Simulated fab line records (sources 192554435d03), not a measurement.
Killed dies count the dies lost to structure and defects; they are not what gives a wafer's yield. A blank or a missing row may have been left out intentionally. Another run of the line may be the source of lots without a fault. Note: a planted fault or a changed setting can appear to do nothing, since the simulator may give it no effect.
Which tool was responsible? ; flow n5-finfet ; Sampling: 11 lots, 33 wafers, 2 of 1938 route steps

## WHAT THE GAUGES READ, wafer by wafer
N5_HKMG_FIN_CD_MEAS_12: target cd 92.8 nm.
lot;measured;on;cd-nm (nm)
L076;day 4 16:41;cd-sem-02;94.3 94.4 93.7
L078;day 5 01:14;cd-sem-03;93.1 93.5 93.0
L081;day 5 22:30;cd-sem-02;94.5 95.0 94.2
L083;day 6 11:16;cd-sem-02;93.4 92.5 93.0
L085;day 6 23:29;cd-sem-01;92.7 94.6 94.1
L087;day 7 11:26;cd-sem-03;93.3 94.5 94.6
L089;day 7 23:10;cd-sem-02;94.4 93.7 94.4
L091;day 8 08:02;cd-sem-02;93.1 93.9 93.6
L093;day 8 21:29;cd-sem-03;93.9 94.1 94.6
L095;day 9 08:41;cd-sem-01;92.1 91.4 92.5
L097;day 9 23:30;cd-sem-03;94.8 93.7 93.3

## WHAT TOOL EACH LOT RAN ON (gives the tool, then ch and the chambers of the sampled wafers, and finally the start)
lot;N5_HKMG_FIN_STRIP_57
L076;rie-diel-01 ch 0,1, day 4 13:40
L078;rie-diel-03 ch 0,2, day 4 22:14
L081;rie-diel-01 ch 2,3, day 5 19:37
L083;rie-diel-03 ch 0,2,3, day 6 08:23
L085;rie-diel-01 ch 1,2, day 6 20:22
L087;rie-diel-03 ch 1,2,3, day 7 08:17
L089;rie-diel-03 ch 0,1,2, day 7 20:08
L091;rie-diel-03 ch 0,2,3, day 8 04:59
L093;rie-diel-04 ch 1,2,3, day 8 18:24
L095;rie-diel-03 ch 0,1, day 9 05:30
L097;rie-diel-03 ch 0,2, day 9 20:27
- N5_HKMG_FIN_STRIP_57: strips in CF4.

## THE ANSWER, worked out from the rows above alone
Rule: what is usual is taken from the lots themselves. The widest of any qualifying gaps counts: lots, ordered by their means at a reading, are off when they make up no more than a third of the lots, leave a main group of 4 or more, and stand apart from it by 3 or more times the standard deviation of that group's means. The tables above print the reading to a certain number of digits; a main group whose means all agree to those digits is not used. A lot without any number at a reading at which 4 lots or more have one is off too. Where the step has rows for the other lots, those lots are counted as sound.
No lot is off at any reading shown: from this, nothing can be told.

## WHAT THE SIMULATOR HAD PUT IN
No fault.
